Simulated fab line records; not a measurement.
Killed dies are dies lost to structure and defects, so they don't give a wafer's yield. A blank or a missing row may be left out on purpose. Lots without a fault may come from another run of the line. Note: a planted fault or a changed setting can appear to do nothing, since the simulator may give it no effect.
Struck lot and sound lot, side by side :: flow n5 finfet :: 20 out of 1938 route steps
Sound: wafers L631.2, L631.3, L631.5. Wafers L634.1, L634.4, L634.5 were the ones struck. The cause is given at the end.
Each step with rows lists, per side, the tool, then ch with its chambers, then its first start. Under that, the readings that differ: sound wafers :: struck wafers :: difference of the means :: sigmas: that difference in standard deviations of wafers without a fault.
alike: a reading whose means differ by less than 2 such deviations, as well as words and numbers matching on both sides. not compared: withheld readings; readings where some wafer has no value; bounds like >300 that might hide an equal value; numbers whose values overlap and for which the record gives no deviation.
The two part at a step that has a row with sigmas, a row that says differs or no value, or rows on one side only. Non-overlapping numbers with no deviation appear without sigmas and do not part them. A reading missing from all wafers of one side parts the sides only when that side holds two or more wafers.

first, 9 steps without rows for these wafers: N5_FIN_SAQP_EXPOSE_13 (exposes mask FIN CORE, target cd 35.6 nm); N5_FIN_SAQP_PEB_14 (peb time 60 s); N5_FIN_SAQP_DEVELOP_15 (develop time 30 s); N5_FIN_SAQP_DESCUM_21 (chemistry O2, time 7.9 s); N5_FIN_SAQP_ETCH_51 (etches SiARC in CF4, target depth 45.5 nm, time 75.8 s); N5_FIN_SAQP_ETCH_52 (etches SOC in N2/H2, target depth 100 nm, overetch 20 nm, time 150 s); N5_FIN_SAQP_STRIP_53 (strips in N2/H2); N5_FIN_SAQP_HM_OPEN_73 (chemistry CHF3/O2, target SiO2, stops on a-Si, target depth 12 nm, time 16.8 s); N5_FIN_SAQP_STRIP_74 (strips in CHF3/O2).
N5_FIN_SAQP_MANDREL_ETCH_22: etches a-Si in HBr/Cl2, stops on SiNx, target depth 60 nm, bt time 10 s, time 30 s.
  sound on rie si-05 ch 0,3, day 5 05:10; struck on rie si-02 ch 1,2,3, day 5 22:19
reading: oes product au (a.u.)
sound: 0.738 0.766 0.773
struck: 0.663 0.683 0.685
difference: -0.082
sigmas: -6

reading: over etch frac
sound: 0.5 0.5 0.5
struck: 0.87506 0.87506 0.87506
difference: +0.37506
sigmas: 

reading: throttle valve pct (%)
sound: 34.6 35.3 35.3
struck: 36.0 35.8 35.5
difference: +0.7
sigmas: +2

reading: model.SOC_of_FIN_SAQP_COAT_49.thk nm (nm)
sound: 74.73 75.61 75.28
struck: 70.21 69.13 71.23
difference: -5.02
sigmas: 

reading: model.SiNx_of_FIN_SAQP_PECVD_48.thk nm (nm)
sound: 24.96 24.85 25.21
struck: 21.36 21.87 22.16
difference: -3.21
sigmas: 
  alike: drypump motor current A, he backside leak sccm
  not compared: rf hours counter h
then, 7 steps without rows for these wafers: N5_FIN_SAQP_STRIP_55 (strips in N2/H2); N5_FIN_SAQP_STRIP_23 (strips in SPM, time 750 s); N5_FIN_SAQP_SRD_66 (time 30 s); N5_FIN_SAQP_RECESS_75 (chemistry HF/NH3, target SiO2, target depth 14.4 nm, afs cycles 3, sublimation time 60 s); N5_FIN_SAQP_SPACER1_ALD_24 (deposits SiO2, target thk 20.3 nm, pulse time 1 s, purge time 2 s); N5_FIN_SAQP_SPACER1_ETCHBACK_25 (etches SiO2 in CHF3/O2, target depth 24.4 nm, time 12.2 s); N5_FIN_SAQP_MANDREL1_REMOVE_56 (chemistry HBr/Cl2/O2, target a-Si, stops on SiNx, bt time 10 s).
N5_FIN_SAQP_ETCH_57: etches SiNx in CH3F/O2, target depth 32.5 nm, time 46.4 s.
  sound on rie diel-04 ch 0,2, day 5 07:12; struck on rie diel-03 ch 0,2,3, day 6 00:25
reading: etch rf on time s (s)
sound: 44.6 45.3 45.7
struck: 38.4 40.5 41.7
difference: -5.0
sigmas: -5

reading: model.etch.depth nm (nm)
sound: 24.96 24.85 25.21
struck: 21.36 21.87 22.16
difference: -3.21
sigmas: 
  alike: drypump motor current A, oes product au, rf vpp V, showerhead plenum p Torr, throttle valve pct
  not compared: rf hours counter h
then, 1 step without rows for these wafers: N5_FIN_SAQP_ETCH_65 (etches SiO2 in CF4, target depth 4 nm, time 4.4 s).
-- record jumps: 6 days separate the struck wafers' starts on either side; left off in module FIN_SAQP, taken up again in module BEOL_M4, whose first shown step is the route's number 1111 --
N5_BEOL_M4_RC_MEAS_101:
  sound on prober-01 ch 0, day 11 16:01; struck on prober-01 ch 0, day 12 00:14
  alike: DIBL_N, DIBL_P, IOFF_N, IOFF_P, ION_N, ION_P, SS_N, SS_P, VT_N, VT_P

## WHERE THEY PART
Last at N5_FIN_SAQP_ETCH_57 as far as this record goes, first at N5_FIN_SAQP_MANDREL_ETCH_22. Later steps at which nothing parts them and some readings are alike: N5_BEOL_M4_RC_MEAS_101.

WHY: the cause the simulator had injected
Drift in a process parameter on rie si-02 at N5_FIN_SAQP_MANDREL_ETCH_22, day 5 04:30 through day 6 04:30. The setting over etch frac was moved by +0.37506, starting from 0.5. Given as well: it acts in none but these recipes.
